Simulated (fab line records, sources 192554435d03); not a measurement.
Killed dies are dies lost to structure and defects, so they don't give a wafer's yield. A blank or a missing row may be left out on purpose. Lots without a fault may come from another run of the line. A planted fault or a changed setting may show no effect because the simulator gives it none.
Chamber matching | flow n5_finfet | N5_BEOL_M15_ETCH_57 on rie_diel-03: 4 sister chambers
The step etches SOC in N2/H2, time 750 s. 22 wafers are shown with their chamber, then 11 later ones without.

WAFERS WITH THEIR CHAMBER
wafer  | chamber | drypump_motor_current_A (A) | showerhead_plenum_p_Torr (Torr) | throttle_valve_pct (%)
L075.1 | 2       | 6.5                         | 2.50                            | 17.88
L075.2 | 3       | 6.5                         | 2.61                            | 17.86
L075.4 | 1       | 5.8                         | 2.49                            | 17.47
L077.2 | 1       | 5.8                         | 2.48                            | 17.48
L077.5 | 2       | 6.6                         | 2.50                            | 17.89
L077.6 | 0       | 5.3                         | 2.53                            | 17.60
L076.2 | 0       | 5.2                         | 2.53                            | 17.63
L076.3 | 1       | 5.9                         | 2.48                            | 17.49
L076.4 | 1       | 5.8                         | 2.48                            | 17.48
L079.3 | 3       | 6.4                         | 2.60                            | 17.86
L079.4 | 1       | 5.9                         | 2.48                            | 17.48
L079.6 | 0       | 5.3                         | 2.53                            | 17.63
L081.2 | 3       | 6.4                         | 2.60                            | 17.90
L081.3 | 0       | 5.3                         | 2.53                            | 17.63
L081.5 | 3       | 6.4                         | 2.60                            | 17.89
L086.2 | 2       | 6.5                         | 2.49                            | 17.57
L086.5 | 1       | 5.9                         | 2.47                            | 17.52
L086.6 | 2       | 6.6                         | 2.49                            | 17.56
L088.1 | 2       | 6.6                         | 2.49                            | 17.58
L088.2 | 0       | 5.2                         | 2.52                            | 17.65
L088.3 | 1       | 5.9                         | 2.47                            | 17.53
L091.1 | 0       | 5.2                         | 2.52                            | 17.69

SIGNATURES (means of the wafers above)
reading                  | chamber 0 | chamber 1 | chamber 2 | chamber 3 | scatter within a chamber
drypump_motor_current_A  | 5.250     | 5.857     | 6.560     | 6.425     | 0.0536
showerhead_plenum_p_Torr | 2.5267    | 2.4786    | 2.4940    | 2.6025    | 0.00584
throttle_valve_pct       | 17.6383   | 17.4929   | 17.6960   | 17.8775   | 0.0844
Rule: a wafer's distance from a chamber is the root of the sum, over the readings, of the square of ((its reading less the chamber's mean) divided by the reading's scatter). The wafer belongs to the nearest chamber; if the next one is less than 2 further off, it can't be placed. The scatter: the root of (the sum of the squares of (reading less its chamber's mean) over the shown wafers, divided by (wafers less chambers)).

WAFERS WITHOUT THEIR CHAMBER
wafer  | drypump_motor_current_A (A) | showerhead_plenum_p_Torr (Torr) | throttle_valve_pct (%)
L091.2 | 5.8                         | 2.47                            | 17.54
L091.4 | 6.4                         | 2.59                            | 17.52
L092.1 | 5.3                         | 2.52                            | 17.70
L092.3 | 5.8                         | 2.47                            | 17.54
L092.4 | 6.5                         | 2.59                            | 17.51
L094.2 | 6.4                         | 2.59                            | 17.53
L094.3 | 6.6                         | 2.48                            | 17.61
L094.5 | 5.2                         | 2.52                            | 17.68
L096.4 | 6.5                         | 2.48                            | 17.60
L096.5 | 5.8                         | 2.46                            | 17.58
L096.6 | 6.4                         | 2.59                            | 17.54

WHICH CHAMBER EACH WENT THROUGH
wafer  | from the rows above | in truth
L091.2 | 1                   | 1
L091.4 | 3                   | 3
L092.1 | 0                   | 0
L092.3 | 1                   | 1
L092.4 | 3                   | 3
L094.2 | 3                   | 3
L094.3 | 2                   | 2
L094.5 | 0                   | 0
L096.4 | 2                   | 2
L096.5 | 1                   | 1
L096.6 | 3                   | 3
Placed correctly: 11 of 11. Can't be placed from these rows: 0. Placed wrongly: 0.
